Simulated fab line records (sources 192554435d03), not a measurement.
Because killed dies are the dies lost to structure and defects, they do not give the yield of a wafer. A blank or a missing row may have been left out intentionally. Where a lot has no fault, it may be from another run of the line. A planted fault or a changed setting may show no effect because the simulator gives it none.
Chamber matching + flow n5 finfet + N5_PASSIVATION_STRIP_14 on rie diel-03: 4 sister chambers
The step strips in O2. 4 wafers are shown with their chamber, then 8 later ones without.

## EACH WAFER AND ITS CHAMBER
| wafer  | chamber | showerhead plenum p Torr (Torr) |
|--------|---------|---------------------------------|
| L086.6 | 0       | 2.05                            |
| L090.5 | 3       | 2.07                            |
| L090.6 | 2       | 2.23                            |
| L093.1 | 1       | 2.22                            |

## WAFERS WHOSE CHAMBER IS MISSING
| wafer  | showerhead plenum p Torr (Torr) |
|--------|---------------------------------|
| L093.3 | 2.05                            |
| L093.4 | 2.23                            |
| L091.1 | 2.04                            |
| L091.3 | 2.22                            |
| L091.5 | 2.23                            |
| L097.3 | 2.07                            |
| L097.5 | 2.04                            |
| L097.6 | 2.22                            |

## WHICH CHAMBER EACH WENT THROUGH
| wafer  | from the rows above | in truth |
|--------|---------------------|----------|
| L093.3 | 0                   | 0        |
| L093.4 | 2                   | 2        |
| L091.1 | 0                   | 0        |
| L091.3 | 1                   | 1        |
| L091.5 | 2                   | 2        |
| L097.3 | 3                   | 3        |
| L097.5 | 0                   | 0        |
| L097.6 | 1                   | 1        |
8 of 8 placed correctly. Left unplaced by these rows: 0. Wrongly placed: 0.
How it was worked out, from the rows above alone: a wafer's distance from a chamber is the root of the sum, over the readings, of the square of ((its reading less the chamber's mean) divided by the reading's scatter). If the next closest chamber is less than 2 further off than the closest, the wafer can't be placed; otherwise it belongs to the closest. A chamber's mean is the mean of its shown wafers. The scatter: root of mean squared gap, hidden wafer to nearest shown wafer, with one shown wafer a chamber.
